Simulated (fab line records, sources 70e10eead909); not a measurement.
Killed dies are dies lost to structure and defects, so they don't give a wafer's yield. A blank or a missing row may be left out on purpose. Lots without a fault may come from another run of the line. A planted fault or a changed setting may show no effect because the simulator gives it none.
fab line records | flow nand_harc
record lots=12 wafers=36 last_day=34
route steps=1302 shown A_ONON_D1@436 A_BONDPAD@1228 THIN_TSV@1293 END@1302
lots that met no fault: from a run of the same line without faults
start_h: hours from the record's first day to the start of the lot's first wafer shown | wait_h: hours since the lot's step before | " the same as in the row above | L1.1+2: a row that stands for several wafers | - no value, or no start given | * or withheld: withheld | < > ~ a bound
route shown NAME@n: a module of which the file shows steps, and the number in the route of the first | usual: mean/standard deviation of fault-free wafers | same: alike in all rows | chamber/n: place in a boat | sites: the reading at each site | _std_site: their standard deviation | _edge_site: outer sites' mean less inner sites' | radius_mm: how far each site lies from the wafer's centre | mask NAME#n: copy n | behind: the tool/chamber that last shaped the wafer | hold: why the lot was held/for how many hours/how that ended | device: the transistor (n, p or np) that didn't switch | end of line: the same wafers' tests at the end of the route | a step without rows: its recipe alone | killed: dies lost to structure and defects at the first sort, not the wafer's yield | map: a wafer's dies, x killed, . not, _ none there
set.NAME: the setting as run; set.NAME@STEP: as run at that earlier step | model.NAME: the simulator's own value behind a step, which no gauge read
steps of the route over a sample of lots; a table a step, a row a wafer
services: from which hour (start_h, from the record's first day; less than 0 if before it) a tool's chamber was out of use, for how many hours, and why
## steps
# step NHARC_A_ONON_D1_DEP_16
# recipe target_thk_a=10000 n2_flow_sccm=2750 n2o_flow_sccm=2000 nh3_flow_sccm=500 sih4_flow_sccm=210 temp_c=400
# usual n2_flow_sccm=2751/8.1
# columns lot.wafer tool chamber start_h wait_h n2_flow_sccm
L215.2 pecvd_onon-04 0 177.22 0.1 2744
L215.5 " 0 " " 2758
L215.6 " 0 " " 2754
L216.1 pecvd_onon-03 0 196.46 0.1 2761
L216.3 " 0 " " 2765
L216.5 " 0 " " 2754
L217.2 pecvd_onon-04 0 196.55 0.2 2739
L217.5 " 0 " " 2746
L217.6 " 0 " " 2752
L220.1 pecvd_onon-01 0 229.42 0.1 2745
L220.2 " 0 " " 2761
L220.6 " 0 " " 2749
L223.1 pecvd_onon-01 0 258.57 0.1 2756
L223.3 " 0 " " 2760
L223.6 " 0 " " 2755
L227.2 pecvd_onon-03 0 316.02 0.1 2747
L227.5 " 0 " " 2765
L227.6 " 0 " " 2753
L230.3 pecvd_onon-03 0 329.12 0.2 2749
L230.4 " 0 " " 2755
L230.6 " 0 " " 2751
L231.2 pecvd_onon-03 0 339.20 0.1 2740
L231.5 " 0 " " 2744
L231.6 " 0 " " 2737
L232.1 pecvd_onon-04 0 350.16 0.1 2752
L232.5 " 0 " " 2734
L232.6 " 0 " " 2735
L233.1 pecvd_onon-03 0 363.28 0.1 2754
L233.3 " 0 " " 2754
L233.6 " 0 " " 2753
L234.1 pecvd_onon-01 0 386.34 0.1 2743
L234.3 " 0 " " 2743
L234.4 " 0 " " 2743
L237.1 pecvd_onon-04 0 411.68 0.1 2758
L237.5 " 0 " " 2742
L237.6 " 0 " " 2753
# step NHARC_A_BONDPAD_PVD_27
# recipe target_thk_a=300 chamber_pressure_pa=5 power_w=5000 substrate_temp_c=30 time_s=20.49 material=Cu
# usual chamber_pressure_pa=5.001/0.011 throttle_valve_pct=30.4/1.2
# columns lot.wafer tool chamber start_h wait_h chamber_pressure_pa throttle_valve_pct
L215.2 pvd_sputter-03 - - - 4.996 31.8
L215.6 " - " " 4.988 31.9
L215.5 " - " " 4.994 30.8
L216.3 pvd_sputter-01 - - - 4.982 28.7
L216.1 " - " " 5.006 29.1
L216.5 " - " " 5.006 29.9
L217.2 pvd_sputter-02 - - - 5.005 31.7
L217.5 " - " " 5.030 31.9
L217.6 " - " " 4.972 30.9
L220.1 pvd_sputter-03 - - - 4.998 27.9
L220.2 " - " " 5.007 30.5
L220.6 " - " " 5.001 30.4
L223.1 pvd_sputter-02 - - - 4.983 32.2
L223.3 " - " " 4.995 30.7
L223.6 " - " " 5.013 31.7
L227.2 pvd_sputter-03 - - - 5.015 31.7
L227.6 " - " " 4.995 30.5
L227.5 " - " " 5.000 30.6
L231.2 pvd_sputter-02 - - - 5.003 31.6
L231.5 " - " " 5.004 31.6
L231.6 " - " " 5.005 30.4
L232.1 pvd_sputter-03 - - - 5.005 30.4
L232.6 " - " " 4.997 27.9
L232.5 " - " " 4.976 31.6
L230.4 pvd_sputter-01 - - - 4.996 31.2
L230.3 " - " " 5.003 29.8
L230.6 " - " " 4.996 30.9
L233.1 pvd_sputter-01 - - - 4.984 29.7
L233.3 " - " " 4.988 30.8
L233.6 " - " " 5.000 29.7
L234.4 pvd_sputter-02 - - - 5.013 31.7
L234.1 " - " " 4.995 30.5
L234.3 " - " " 4.989 30.9
L237.1 pvd_sputter-02 - - - 5.004 31.7
L237.6 " - " " 4.991 30.7
L237.5 " - " " 5.003 30.8
# step NHARC_THIN_TSV_DESCUM_35
# recipe time_s=3 o2_flow_sccm=200 ar_flow_sccm=0 bias_power_w=0 chemistry=O2
# usual drypump_motor_current_A=5.7/0.34 oes_product_au=0.994/0.0079 rf_vpp_V=57.9/0.91 showerhead_plenum_p_Torr=1.94/0.08 throttle_valve_pct=11.311/0.0093
# columns lot.wafer tool chamber start_h wait_h drypump_motor_current_A oes_product_au rf_hours_counter_h rf_vpp_V showerhead_plenum_p_Torr throttle_valve_pct
L215.2 rie_diel-11 0 593.81 - 5.8 0.981 7.3 58.5 2.04 11.308
L215.5 " 3 " " 6.0 1.003 - 58.6 1.86 11.303
L215.6 " 0 " " 5.8 0.993 - 59.3 2.04 11.313
L216.1 rie_diel-11 3 595.93 - 6.0 0.995 8.3 59.3 1.86 11.297
L216.3 " 0 " " 5.8 0.988 7.4 57.2 2.04 11.300
L216.5 " 2 " " 6.1 0.989 - 56.3 1.80 11.306
L217.2 rie_diel-07 0 597.11 - 6.3 1.010 6.0 59.5 1.92 11.302
L217.5 " 2 " " 5.3 1.021 - 57.2 1.98 11.287
L217.6 " 3 " " 5.9 1.002 - 57.4 1.89 11.326
L220.2 rie_diel-11 3 599.60 - 6.0 0.986 8.5 58.1 1.86 11.315
L220.1 " 2 " " 6.1 0.989 9.3 57.3 1.80 11.297
L220.6 " 0 " " 5.8 0.998 - 58.9 2.04 11.308
L223.3 rie_diel-11 3 652.76 - 5.9 0.994 2.4 56.6 1.86 11.330
L223.1 " 0 " " 5.8 0.992 2.5 57.4 2.04 11.314
L223.6 " 0 " " 5.8 0.997 - 56.8 2.04 11.299
L227.2 rie_diel-11 0 690.62 - 5.8 0.994 5.0 58.4 2.04 11.294
L227.6 " 0 " " 5.8 1.003 - 58.2 2.04 11.309
L227.5 " 1 " " 5.5 0.985 - 58.3 1.95 11.332
L231.2 rie_diel-07 3 716.74 - 6.0 0.989 4.2 57.9 1.89 11.304
L231.5 " 2 " " 5.3 0.989 - 58.7 1.98 11.301
L231.6 " 3 " " 6.0 0.992 - 57.6 1.89 11.309
L230.3 rie_diel-07 1 718.26 - 5.6 0.994 3.5 58.5 2.00 11.326
L230.4 " 0 " " 6.3 1.005 3.8 57.3 1.92 11.319
L230.6 " 1 " " 5.6 0.998 - 58.7 2.00 11.318
L232.1 rie_diel-11 2 719.59 - 6.1 0.996 5.1 58.8 1.79 11.310
L232.5 " 3 " " 6.0 1.000 - 57.8 1.86 11.311
L232.6 " 0 " " 5.8 0.997 - 59.8 2.04 11.311
L233.3 rie_diel-07 1 732.83 - 5.6 0.996 3.9 58.1 2.00 11.302
L233.1 " 0 " " 6.4 1.003 4.2 57.5 1.92 11.320
L233.6 " 1 " " 5.6 0.987 - 58.1 2.00 11.307
L234.4 rie_diel-10 0 762.97 - 5.2 0.987 8.5 55.3 1.83 11.294
L234.3 " 2 " " 5.4 1.005 9.3 59.1 2.03 11.297
L234.1 " 3 " " 5.5 0.980 7.2 57.9 2.05 11.308
L237.1 rie_diel-10 0 796.84 - 5.3 0.995 0.6 57.4 1.83 11.325
L237.5 " 1 " " 5.3 0.983 - 57.3 1.88 11.313
L237.6 " 2 " " 5.4 0.988 - 59.0 2.03 11.310
# step NHARC_THIN_TSV_ETCH_59
# recipe target_depth_a=8800 icp_w=900 bias_w=100 Cl2_flow_sccm=60 bcl3_flow_sccm=30 time_s=138.1 chemistry=Cl2/BCl3
# usual drypump_motor_current_A=5.8/0.32 oes_product_au=0.999/0.0097 throttle_valve_pct=22.265/0.0093
# columns lot.wafer tool chamber start_h wait_h drypump_motor_current_A oes_product_au rf_hours_counter_h throttle_valve_pct
L215.2 rie_metal-01 1 593.92 0.1 5.8 0.991 0.7 22.272
L215.5 " 1 " " 5.8 0.988 - 22.267
L215.6 " 0 " " 5.4 1.014 - 22.252
L216.1 rie_metal-02 0 596.04 0.1 5.6 0.989 2.5 22.264
L216.3 " 1 " " 6.2 0.997 - 22.274
L216.5 " 1 " " 6.3 1.002 - 22.265
L217.2 rie_metal-01 0 597.21 0.1 5.4 1.002 0.9 22.258
L217.5 " 0 " " 5.4 1.008 - 22.262
L217.6 " 1 " " 5.8 0.990 - 22.284
L220.2 rie_metal-02 1 599.74 0.1 6.3 1.016 2.8 22.257
L220.1 " 0 " " 5.6 1.000 2.8 22.277
L220.6 " 0 " " 5.6 1.006 - 22.266
L223.1 rie_metal-02 0 652.93 0.1 5.6 1.004 0.3 22.258
L223.3 " 1 " " 6.2 1.015 - 22.270
L223.6 " 1 " " 6.3 1.002 - 22.243
L227.2 rie_metal-01 0 690.75 0.1 5.4 1.008 2.8 22.260
L227.6 " 0 " " 5.4 0.999 - 22.277
L227.5 " 1 " " 5.8 0.995 - 22.275
L231.2 rie_metal-02 1 716.89 0.1 6.3 1.012 1.1 22.275
L231.6 " 0 " " 5.6 0.992 - 22.268
L231.5 " 1 " " 6.3 1.011 - 22.267
L230.4 rie_metal-01 1 718.46 0.1 5.8 0.980 - 22.250
L230.3 " 0 " " 5.4 1.002 - 22.259
L230.6 " 0 " " 5.4 1.009 - 22.286
L232.1 rie_metal-02 1 719.72 0.1 6.3 1.005 1.3 22.257
L232.5 " 0 " " 5.6 1.005 - 22.261
L232.6 " 1 " " 6.3 1.000 - 22.261
L233.1 rie_metal-02 0 733.00 0.1 5.6 0.999 1.6 22.271
L233.3 " 0 " " 5.6 1.007 - 22.255
L233.6 " 0 " " 5.6 1.009 - 22.263
L234.1 rie_metal-01 0 763.10 0.1 5.4 1.011 0.0 22.263
L234.3 " 0 " " 5.4 1.002 - 22.259
L234.4 " 1 " " 5.8 1.000 - 22.275
L237.1 rie_metal-02 0 796.95 0.1 5.6 0.990 2.4 22.267
L237.5 " 0 " " 5.6 0.993 - 22.262
L237.6 " 1 " " 6.3 1.003 - 22.261
# step NHARC_END_SORT_01
# recipe temp_c=25
# usual killed_at_array=54/18 killed_at_other=0.7/0.87 killed_at_periphery=3.7/2.5 killed_dies=59/19 killed_open=3.3/2 killed_short=2.6/1.6
# same gross_dies=677
# columns lot.wafer tool chamber start_h wait_h killed_at_array killed_at_other killed_at_periphery killed_dies killed_open killed_short
L223.1 prober-02 0 665.41 2.5 126 0 4 130 4 2
L223.3 prober-02 0 667.03 3.1 128 0 2 130 5 1
L223.6 prober-02 0 669.47 4.1 136 0 2 138 4 3
# killed by level:class
L223.1 A_ONON_D1:unspecified=63 A_SLIT:chamber_film_flake=26 A_CHANNEL_HOLE_D1:chamber_film_flake=21 A_CHANNEL_HOLE_D2:chamber_film_flake=9 A_STAIRCASE:chamber_film_flake=2 A_BLC:chamber_film_flake=2 P_STI:geometric_particle:open=1 P_GATE:geometric_particle:open=1
L223.3 A_ONON_D1:unspecified=71 A_SLIT:chamber_film_flake=21 A_CHANNEL_HOLE_D1:chamber_film_flake=19 A_CHANNEL_HOLE_D2:chamber_film_flake=8 A_STAIRCASE:chamber_film_flake=3 P_CONTACT:geometric_particle:open=1 A_DECK1_JOINT:geometric_particle:open=1 A_ONON_D2:geometric_particle:open=1
L223.6 A_ONON_D1:unspecified=73 A_CHANNEL_HOLE_D1:chamber_film_flake=28 A_SLIT:chamber_film_flake=18 A_CHANNEL_HOLE_D2:chamber_film_flake=7 A_CHANNEL_FILL_D2:geometric_particle:short=2 A_BLC:chamber_film_flake=2 P_GATE:geometric_particle:open=1 A_SOURCE_PLATE:geometric_particle:open=1
## services
# columns tool chamber start_h hours kind
rie_diel-11 1 156.14 4.6 repair
pvd_sputter-02 - 183.34 5.3 repair
rie_diel-11 3 210.10 14.5 repair
rie_diel-11 - 230.15 0.6 repair
rie_diel-11 - 255.50 9.0 pm
rie_metal-02 - 277.00 9.0 pm
rie_diel-11 - 284.70 0.7 repair
rie_diel-11 0 317.47 5.4 repair
rie_diel-11 3 359.44 2.8 repair
rie_diel-11 2 396.45 8.8 repair
rie_diel-11 1 396.75 11.3 repair
rie_metal-02 1 402.40 4.4 repair
rie_metal-02 0 414.52 7.2 repair
rie_diel-11 - 432.50 9.0 pm
rie_metal-02 1 445.98 15.4 repair
rie_metal-02 - 454.00 9.0 pm
rie_diel-11 3 606.82 17.6 repair
rie_diel-11 - 609.50 9.0 pm
rie_metal-02 - 631.00 9.0 pm
rie_diel-11 2 632.22 15.2 repair
rie_diel-11 1 695.33 2.5 repair
rie_diel-11 - 709.85 0.3 repair
rie_metal-02 1 776.66 3.3 repair
rie_diel-11 - 786.50 9.0 pm
## key
first_sign step=NHARC_END_SORT_01 reading=killed_at_array direction=up sigmas=4.2 usual=54 struck=130
effect step=NHARC_END_SORT_01 reading=killed_dies direction=up sigmas=3.9 usual=59 struck=133
more_kills_born_at NHARC_A_ONON_D1_DEP_16@pecvd_onon-01=207
met_at NHARC_A_ONON_D1_DEP_16
struck_lots L223
tester_left_out L223
not_acting_at NHARC_A_BONDPAD_PVD_27,NHARC_THIN_TSV_DESCUM_35,NHARC_THIN_TSV_ETCH_59
onset_between 229.42 258.57
fault kind=chamber_particle_source tool=pecvd_onon-01 chamber=- onset_h=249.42 steps=NHARC_A_ONON_D1_DEP_16 rate_per_visit_cm2=0.4098 end_h=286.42
# tester_left_out: of these lots the tester's yield and bins aren't shown, on N5 and GAA mostly nor the transistor test; their killed dies are dies lost to structure and defects alone, not to doping, threshold or leakage, so they don't give the yield
